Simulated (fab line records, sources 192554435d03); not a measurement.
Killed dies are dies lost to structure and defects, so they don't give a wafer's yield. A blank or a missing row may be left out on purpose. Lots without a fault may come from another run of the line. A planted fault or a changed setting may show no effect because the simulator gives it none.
Chamber matching | flow n5_finfet | N5_STI_FIN_REVEAL_ALD_14 on ald_sin-04: 4 sister chambers
The step deposits Si3N4, target thk 3 nm. 8 wafers are shown with their chamber, then 7 later ones without.

WAFERS WITH THEIR CHAMBER
wafer  | chamber | heater_power_w (W) | chamber_pressure_Torr (Torr)
L084.1 | 2       | 875                | 1.999
L084.6 | 3       | 802                | 2.001
L088.1 | 2       | 868                | 2.000
L088.5 | 3       | 821                | 1.996
L089.5 | 0       | 845                | 1.995
L089.6 | 1       | 833                | 2.000
L090.2 | 0       | 801                | 1.996
L090.3 | 1       | 838                | 2.001

WAFERS WITHOUT THEIR CHAMBER
wafer  | heater_power_w (W) | chamber_pressure_Torr (Torr)
L090.5 | 816                | 1.999
L096.1 | 833                | 2.001
L096.5 | 818                | 2.001
L096.6 | 874                | 2.003
L097.2 | 828                | 1.998
L097.5 | 793                | 1.999
L097.6 | 794                | 2.001

WHICH CHAMBER EACH WENT THROUGH
wafer  | from the rows above               | in truth
L090.5 | can't be placed: 3 or 1 or 0      | 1
L096.1 | can't be placed: 1 or 3           | 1
L096.5 | can't be placed: 1 or 3 or 0      | 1
L096.6 | can't be placed: 2 or 1           | 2
L097.2 | can't be placed: 3 or 0 or 1 or 2 | 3
L097.5 | can't be placed: 3 or 0 or 1      | 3
L097.6 | can't be placed: 3 or 1 or 0      | 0
Placed correctly: 0 of 7. Can't be placed from these rows: 7 (the true chamber is among the candidates in 7). Placed wrongly: 0.
How it was worked out, from the rows above alone: a wafer's distance from a chamber is the root of the sum, over the readings, of the square of ((its reading less the chamber's mean) divided by the reading's scatter). The wafer belongs to the nearest chamber; if the next one is less than 2 further off, it can't be placed. A chamber's mean is the mean of its shown wafers. The scatter: the root of (the sum of the squares of (reading less its chamber's mean) over the shown wafers, divided by (wafers less chambers)).
